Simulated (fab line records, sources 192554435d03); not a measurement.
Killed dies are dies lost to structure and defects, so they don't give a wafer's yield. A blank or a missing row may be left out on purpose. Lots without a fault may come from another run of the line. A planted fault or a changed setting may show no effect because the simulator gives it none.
fab line records | flow n5_finfet
record lots=7 wafers=39
route steps=1938 shown BEOL_M14@1716 BEOL_M15@1819
start_h: hours from the record's first day to the start of the lot's first wafer shown | wait_h: hours since the lot's step before | " the same as in the row above | L1.1+2: a row that stands for several wafers | - no value, or no start given | * or withheld: withheld | < > ~ a bound
route shown NAME@n: a module of which the file shows steps, and the number in the route of the first | usual: mean/standard deviation of fault-free wafers | same: alike in all rows | chamber/n: place in a boat | sites: the reading at each site | _std_site: their standard deviation | _edge_site: outer sites' mean less inner sites' | radius_mm: how far each site lies from the wafer's centre | mask NAME#n: copy n | behind: the tool/chamber that last shaped the wafer | hold: why the lot was held/for how many hours/how that ended | device: the transistor (n, p or np) that didn't switch | end of line: the same wafers' tests at the end of the route | a step without rows: its recipe alone | killed: dies lost to structure and defects at the first sort, not the wafer's yield | map: a wafer's dies, x killed, . not, _ none there
set.NAME: the setting as run; set.NAME@STEP: as run at that earlier step | model.NAME: the simulator's own value behind a step, which no gauge read
lots whose settings were changed on purpose; a table a step, a row a wafer
## steps
# step N5_BEOL_M14_ILD_DEP_00
# recipe material=SiO2 target_thk_a=11193 temp_c=400 precursor=TEOS/O2 pressure_torr=6.5 rf_w=900 teos_flow_sccm=161.4 gas=O2 flow_sccm=2650 time_s=237.4
# columns lot.wafer tool chamber start_h wait_h set.time_s model.SiO2_of_BEOL_M14_ILD_DEP_00.thk_nm
L074.1 pecvd-04 2 244.51 0.0 237.4 1123
L074.4 " 2 " " 237.4 1132
L074.6 " 0 " " 237.4 1149
L075.1+5 pecvd-03 0,1 248.31 0.0 294.3 1383
L075.2 " 1 " " 294.3 1371
L075.3 " 2 " " 237.4 1115
L075.4 " 0 " " 237.4 1129
L075.6 " 2 " " 237.4 1122
L083.1 pecvd-01 0 290.36 0.0 136.9 634.6
L083.2 " 1 " " 237.4 1129
L083.3 " 2 " " 237.4 1105
L083.4 " 0 " " 237.4 1118
L083.5 " 2 " " 136.9 644.6
L083.6 " 1 " " 136.9 672.4
L084.1 pecvd-01 0 307.47 0.0 237.4 1096
L084.2 " 2 " " 237.4 1095
L084.3 " 1 " " 237.4 1125
L084.4 " 1 " " 171.3 815.8
L084.5 " 0 " " 171.3 807
L084.6 " 2 " " 171.3 803.6
L091.1 pecvd-04 1 334.26 0.0 237.4 1119
L091.2 " 2 " " 237.4 1117
L091.3 " 0 " " 340.5 1597
L091.4 " 1 " " 340.5 1616
L091.5 " 2 " " 340.5 1640
L091.6 " 0 " " 237.4 1144
L093.1 pecvd-01 0 370.96 0.0 237.4 1085
L093.2 " 2 " " 237.4 1111
L093.3 " 0 " " 237.4 1099
L093.4 " 2 " " 366.9 1728
L093.5 " 0 " " 366.9 1698
L093.6 " 2 " " 366.9 1744
L094.1 pecvd-03 0 393.65 0.0 237.4 1110
L094.2 " 2 " " 237.4 1132
L094.3 " 0 " " 237.4 1143
L094.4 " 2 " " 237.4 1150
L094.5 " 2 " " 237.4 1144
L094.6 " 0 " " 237.4 1131
# step N5_BEOL_M14_THK_MEAS_01
# recipe reads=SiO2_of_BEOL_M14_ILD_DEP_00
# usual M14_ILD_THK=1118/17
# columns lot.wafer tool chamber start_h wait_h set.time_s@BEOL_M14_ILD_DEP_00 M14_ILD_THK[nm]
L074.1 film_metro-01 - 244.70 0.1 237.4 1123
L074.4 " - " " 237.4 1132
L074.6 " - " " 237.4 1148
L075.1 film_metro-02 - 248.50 0.1 294.3 1382
L075.2 " - " " 294.3 1371
L075.3 " - " " 237.4 1115
L075.4 " - " " 237.4 1128
L075.5 " - " " 294.3 1384
L075.6 " - " " 237.4 1123
L083.1 film_metro-01 - 290.55 0.1 136.9 634
L083.2 " - " " 237.4 1129
L083.3 " - " " 237.4 1104
L083.4 " - " " 237.4 1119
L083.5 " - " " 136.9 644
L083.6 " - " " 136.9 672
L084.1 film_metro-01 - 307.66 0.1 237.4 1097
L084.2 " - " " 237.4 1094
L084.3 " - " " 237.4 1126
L084.4 " - " " 171.3 816
L084.5 " - " " 171.3 806
L084.6 " - " " 171.3 804
L091.1 film_metro-01 - 334.45 0.1 237.4 1119
L091.2 " - " " 237.4 1117
L091.3 " - " " 340.5 1597
L091.4 " - " " 340.5 1616
L091.5 " - " " 340.5 1640
L091.6 " - " " 237.4 1144
L093.1 film_metro-02 - 371.22 0.2 237.4 1085
L093.2 " - " " 237.4 1111
L093.3 " - " " 237.4 1098
L093.4 " - " " 366.9 1728
L093.5 " - " " 366.9 1698
L093.6 " - " " 366.9 1744
L094.1 film_metro-01 - 393.92 0.2 237.4 1110
L094.2 " - " " 237.4 1132
L094.3 " - " " 237.4 1142
L094.4 " - " " 237.4 1150
L094.5 " - " " 237.4 1145
L094.6 " - " " 237.4 1132
# step N5_BEOL_M14_COAT_58
# recipe resist=BARC temp_c=205 time_s=60 spin_rpm=1500 resist_thk_nm=89
# step N5_BEOL_M14_COAT_04
# recipe spin_rpm=1704 resist_thk_nm=800
# step N5_BEOL_M14_DESCUM_15
# recipe chemistry=O2 time_s=7.9 source_power_w=50 bias_power_w=20 pressure_mtorr=20 rf_frequency_hz=2.712e+07 temp_c=40 o2_flow_sccm=225
# step N5_BEOL_M14_ETCH_59
# recipe chemistry=N2/H2 target=BARC target_depth_a=890 overetch_a=267 time_s=67.9 ion_energy_ev=200 pressure_mtorr=30 source_w=840 bias_w=150 n2_flow_sccm=200 h2_flow_sccm=200
# step N5_BEOL_M14_VIA_ETCH_16
# recipe chemistry=C4F8/O2/Ar target=SiO2 he_inner_torr=15 he_outer_torr=30 target_depth_a=12313 time_s=withheld ion_energy_ev=800 pressure_mtorr=20 source_w=1905 bias_w=2040 Ar_flow_sccm=400 C4F8_flow_sccm=16 O2_flow_sccm=12 ends=cleared
# columns lot.wafer tool chamber start_h wait_h set.time_s@BEOL_M14_ILD_DEP_00 model.etch.depth_nm model.coat_of_BEOL_M14_COAT_04.thk_nm
L074.1 rie_diel-05 0 245.31 0.0 * 1123 456.8
L074.4 " 3 " " * 1132 454
L074.6 " 2 " " * 1149 442
L075.1 rie_diel-05 0 249.00 0.0 * 1383 397.4
L075.2 " 3 " " * 1371 399.2
L075.3 " 1 " " * 1115 446.4
L075.4 " 2 " " * 1129 448.2
L075.5 " 1 " " * 1383 380.6
L075.6 " 2 " " * 1122 451.6
L083.1 rie_diel-01 2 291.61 0.0 * 634.6 566.6
L083.2 " 1 " " * 1129 457.8
L083.3 " 3 " " * 1105 459.2
L083.4 " 0 " " * 1118 453.4
L083.5 " 0 " " * 644.5 565.6
L083.6 " 1 " " * 672.4 563.2
L084.1 rie_diel-01 3 308.14 0.0 * 1096 460.8
L084.2 " 2 " " * 1095 457.2
L084.3 " 1 " " * 1125 461
L084.4 " 0 " " * 815.8 524.8
L084.5 " 1 " " * 807.1 533
L084.6 " 0 " " * 803.6 526.6
L091.1 rie_diel-01 2 335.27 0.0 * 1119 455.2
L091.2 " 3 " " * 1117 458.8
L091.3 " 0 " " * 1597 341.2
L091.4 " 0 " " * 1616 338.4
L091.5 " 2 " " * 1640 333.2
L091.6 " 3 " " * 1144 452.8
L093.1 rie_diel-01 2 371.71 0.0 * 1085 459.6
L093.2 " 3 " " * 1111 455.4
L093.3 " 0 " " * 1099 454.8
L093.4 " 1 " " * 1728 320.4
L093.5 " 0 " " * 1698 310.6
L093.6 " 3 " " * 1744 308.8
L094.1 rie_diel-06 1 394.53 0.0 * 1110 451.8
L094.2 " 0 " " * 1132 450.2
L094.3 " 2 " " * 1143 442.6
L094.4 " 3 " " * 1150 441.6
L094.5 " 3 " " * 1144 444
L094.6 " 2 " " * 1131 444.6
# step N5_BEOL_M15_SPUTTER_43
# recipe material=TaN target_thk_a=150 temp_c=50 bias_v=168.6 power_w=15000 chamber_pressure_pa=0.12 time_s=24.19
# columns lot.wafer tool chamber start_h wait_h set.target_thk_a model.TaN_of_BEOL_M15_SPUTTER_43.thk_nm
L074.1+6 pvd_sputter-03 - 254.38 0.0 150 15
L074.4 " - " " 150 14.8
L075.1+2+3 pvd_sputter-03 - 255.93 0.0 175.4 17.8
L075.4 " - " " 150 15
L075.5+6 " - " " 150 15.2
L083.1+2+3+4 pvd_sputter-02 - 302.70 0.0 150 15.4
L083.5 " - " " 150 15.2
L083.6 " - " " 150 15.6
L084.1+3+6 pvd_sputter-03 - 322.05 0.0 195.6 19.6
L084.2 " - " " 150 14.8
L084.4+5 " - " " 150 15
L091.1+4 pvd_sputter-01 - 352.10 0.0 196.3 19.6
L091.2+5 " - " " 150 15
L091.3 " - " " 196.3 19.4
L091.6 " - " " 150 14.6
L093.1 pvd_sputter-02 - 384.73 0.0 150 15.4
L093.2+3 " - " " 95.93 9.8
L093.4+5 " - " " 150 15.2
L093.6 " - " " 95.93 10
L094.1+3 pvd_sputter-01 - 409.23 0.0 172.9 17.2
L094.2+4+5 " - " " 150 15
L094.6 " - " " 172.9 17.4
# step N5_BEOL_M15_SPUTTER_44
# recipe material=Ta target_thk_a=150 temp_c=50 bias_v=80 power_w=15000 chamber_pressure_pa=0.07 time_s=24.19
# step N5_BEOL_M15_SPUTTER_45
# recipe material=Cu target_thk_a=1000 temp_c=-20 bias_v=60 power_w=26000 chamber_pressure_pa=0.13 time_s=16.67
# step N5_BEOL_M15_ECD_47
# recipe material=Cu target_thk_a=18600
# step N5_BEOL_M15_ANNEAL_48
# recipe temp_c=225 time_s=90 ambient=N2
# step N5_BEOL_M15_CMP_49
# recipe stop_on=SiO2 t_overpolish_s=4.9 down_force_psi=2 platen_rpm=80 clearing_platen_down_force_psi=2 clearing_platen_rpm=80 post_cmp_clean=cu_alkaline target_thk_nm=850 clearing_platen_pad_velocity_m_s=1.5917 pad_velocity_m_s=1.5917
# usual barrier_field_endpoint_s=11.30/0.27
# columns lot.wafer tool chamber start_h wait_h set.target_thk_a@BEOL_M15_SPUTTER_43 barrier_field_endpoint_s
L074.4 cmp-02 1 255.27 0.2 150 11.52
L074.1 " 2 " " 150 11.35
L074.6 " 0 " " 150 11.16
L075.3 cmp-02 0 256.74 0.2 175.4 12.44
L075.2 " 1 " " 175.4 12.78
L075.1 " 2 " " 175.4 12.39
L075.4 " 3 " " 150 11.40
L075.5 " 0 " " 150 11.26
L075.6 " 1 " " 150 11.40
L083.2 cmp-01 1 303.52 0.2 150 11.31
L083.1 " 2 " " 150 11.39
L083.4 " 3 " " 150 11.46
L083.3 " 0 " " 150 11.54
L083.6 " 1 " " 150 11.46
L083.5 " 2 " " 150 11.09
L084.3 cmp-01 3 323.15 0.2 195.6 12.88
L084.1 " 0 " " 195.6 13.09
L084.2 " 1 " " 150 11.27
L084.4 " 2 " " 150 11.31
L084.5 " 3 " " 150 11.43
L084.6 " 0 " " 195.6 13.53
L091.4 cmp-02 3 354.56 0.1 196.3 12.39
L091.1 " 0 " " 196.3 12.60
L091.3 " 1 " " 196.3 12.53
L091.2 " 2 " " 150 11.12
L091.6 " 3 " " 150 10.55
L091.5 " 0 " " 150 10.58
L093.1 cmp-03 3 386.46 0.3 150 11.29
L093.4 " 0 " " 150 11.23
L093.3 " 1 " " 95.93 9.24
L093.2 " 2 " " 95.93 9.16
L093.6 " 3 " " 95.93 9.26
L093.5 " 0 " " 150 11.21
L094.1 cmp-02 2 410.40 0.3 172.9 12.44
L094.4 " 3 " " 150 11.23
L094.2 " 0 " " 150 11.31
L094.3 " 1 " " 172.9 12.95
L094.6 " 2 " " 172.9 12.75
L094.5 " 3 " " 150 11.42
## key
split step=N5_BEOL_M14_ILD_DEP_00 setting=time_s stated=237.4 by=wafer
response step=N5_BEOL_M14_ILD_DEP_00 reading=model.SiO2_of_BEOL_M14_ILD_DEP_00.thk_nm change=+11.2 per=1% r=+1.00
response step=N5_BEOL_M14_THK_MEAS_01 reading=M14_ILD_THK change=+11.2 per=1% r=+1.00
response step=N5_BEOL_M14_VIA_ETCH_16 reading=model.etch.depth_nm change=+11.2 per=1% r=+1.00
response step=N5_BEOL_M14_VIA_ETCH_16 reading=model.coat_of_BEOL_M14_COAT_04.thk_nm change=-2.6 per=1% r=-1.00
split step=N5_BEOL_M15_SPUTTER_43 setting=target_thk_a stated=150 by=wafer
response step=N5_BEOL_M15_SPUTTER_43 reading=model.TaN_of_BEOL_M15_SPUTTER_43.thk_nm change=+0.152 per=1% r=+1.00
response step=N5_BEOL_M15_CMP_49 reading=barrier_field_endpoint_s change=+0.0606 per=1% r=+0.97
